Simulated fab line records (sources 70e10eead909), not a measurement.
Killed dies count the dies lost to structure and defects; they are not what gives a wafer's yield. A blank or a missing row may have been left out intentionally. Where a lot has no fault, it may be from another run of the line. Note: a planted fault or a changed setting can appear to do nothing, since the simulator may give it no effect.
Chamber matching    flow nandHarc    NHARC_A_BLC_ALD_23 on aldMetal-04: 4 sister chambers
The step deposits TiN, target thk 3 nm, pulse time 1 s, ald cycles 150. 8 wafers are shown with their chamber, then 9 later ones without.

== WAFERS PAIRED WITH THEIR CHAMBERS ==
wafer   chamber  heaterPowerW (W)  heaterPowerOuterW (W)
L080.4  2        1191              748
L090.1  0        1058              680
L090.5  3        995               606
L088.4  2        1223              728
L088.5  1        961               612
L091.3  0        1052              700
L091.4  3        998               611
L091.5  1        948               630

== WAFERS WITH NO CHAMBER GIVEN ==
wafer   heaterPowerW (W)  heaterPowerOuterW (W)
L093.3  1227              743
L093.5  953               601
L093.6  1221              726
L095.3  948               633
L095.4  1060              696
L095.6  997               601
L097.3  1245              740
L097.5  1009              613
L097.6  1060              688

== WHICH CHAMBER EACH ONE RAN IN ==
wafer   from the rows above      in truth
L093.3  2                        2
L093.5  can't be placed: 1 or 3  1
L093.6  2                        2
L095.3  1                        1
L095.4  0                        0
L095.6  3                        3
L097.3  2                        2
L097.5  3                        3
L097.6  0                        0
Correct placement for 8 of the 9. Unplaceable from these rows: 1, with the true chamber sitting among the candidates in 1. Placed wrongly: 0.
How it was worked out, from the rows above alone: a wafer's distance from a chamber is the root of the sum, over the readings, of the square of ((its reading less the chamber's mean) divided by the reading's scatter). If the next closest chamber is less than 2 further off than the closest, the wafer can't be placed; otherwise it belongs to the closest. A chamber's mean is the mean of its shown wafers. The scatter: take each reading less its chamber's mean, square it, sum over the shown wafers, divide by the number of wafers less the number of chambers, and take the root.
